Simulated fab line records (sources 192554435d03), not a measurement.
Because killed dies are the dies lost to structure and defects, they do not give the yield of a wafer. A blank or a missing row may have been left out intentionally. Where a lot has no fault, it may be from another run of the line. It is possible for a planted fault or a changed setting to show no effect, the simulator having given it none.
Chamber matching + flow n5_finfet + 4 sister chambers for N5_BEOL_M8_STRIP_67 on rie_diel-02
The step strips in CF4. 16 wafers are shown with their chamber, then 8 later ones without.

WAFERS, EACH WITH ITS CHAMBER
| wafer  | chamber | showerhead_plenum_p_Torr (Torr) | drypump_motor_current_A (A) | throttle_valve_pct (%) |
|--------|---------|---------------------------------|-----------------------------|------------------------|
| L077.1 | 0       | 1.81                            | 5.6                         | 13.25                  |
| L077.4 | 1       | 1.75                            | 6.6                         | 13.37                  |
| L077.5 | 3       | 1.92                            | 5.5                         | 13.32                  |
| L078.1 | 1       | 1.75                            | 6.6                         | 13.37                  |
| L078.4 | 3       | 1.92                            | 5.6                         | 13.33                  |
| L078.6 | 0       | 1.81                            | 5.6                         | 13.28                  |
| L082.1 | 1       | 1.75                            | 6.7                         | 13.40                  |
| L082.2 | 0       | 1.81                            | 5.7                         | 13.29                  |
| L082.3 | 2       | 1.74                            | 5.5                         | 13.55                  |
| L084.2 | 3       | 1.92                            | 5.6                         | 13.36                  |
| L084.4 | 2       | 1.74                            | 5.5                         | 13.57                  |
| L084.5 | 1       | 1.75                            | 6.7                         | 13.40                  |
| L089.1 | 2       | 1.74                            | 5.5                         | 13.60                  |
| L089.4 | 0       | 1.80                            | 5.6                         | 13.32                  |
| L089.5 | 1       | 1.75                            | 6.6                         | 13.43                  |
| L094.3 | 2       | 1.73                            | 5.5                         | 13.62                  |

SIGNATURES (averages over the wafers above)
| reading                  | chamber 0 | chamber 1 | chamber 2 | chamber 3 | scatter within a chamber |
|--------------------------|-----------|-----------|-----------|-----------|--------------------------|
| showerhead_plenum_p_Torr | 1.8075    | 1.7500    | 1.7375    | 1.9200    | 0.00354                  |
| drypump_motor_current_A  | 5.625     | 6.640     | 5.500     | 5.567     | 0.0467                   |
| throttle_valve_pct       | 13.2850   | 13.3940   | 13.5850   | 13.3367   | 0.0271                   |
Rule: distance of a wafer from a chamber = root of the sum over the readings of ((wafer's reading minus chamber's mean) / reading's scatter) squared. The wafer belongs to the nearest chamber; if the next one is less than 2 further off, it can't be placed. The scatter is the square root of a quotient: the sum, over the shown wafers, of each reading's squared deviation from its chamber's mean, divided by wafers minus chambers.

WAFERS MISSING THEIR CHAMBER
| wafer  | showerhead_plenum_p_Torr (Torr) | drypump_motor_current_A (A) | throttle_valve_pct (%) |
|--------|---------------------------------|-----------------------------|------------------------|
| L094.5 | 1.80                            | 5.7                         | 13.33                  |
| L094.6 | 1.75                            | 6.6                         | 13.46                  |
| L092.1 | 1.80                            | 5.6                         | 13.35                  |
| L092.4 | 1.75                            | 6.7                         | 13.43                  |
| L092.5 | 1.80                            | 5.6                         | 13.35                  |
| L096.1 | 1.80                            | 5.6                         | 13.38                  |
| L096.3 | 1.73                            | 5.5                         | 13.65                  |
| L096.4 | 1.74                            | 6.6                         | 13.47                  |

WHICH CHAMBER EACH ONE RAN IN
| wafer  | from the rows above | in truth |
|--------|---------------------|----------|
| L094.5 | 0                   | 0        |
| L094.6 | 1                   | 1        |
| L092.1 | 0                   | 0        |
| L092.4 | 1                   | 1        |
| L092.5 | 0                   | 0        |
| L096.1 | 0                   | 0        |
| L096.3 | 2                   | 2        |
| L096.4 | 1                   | 1        |
Correctly placed: 8 of 8. Not placeable from these rows: 0. Number placed wrongly: 0.
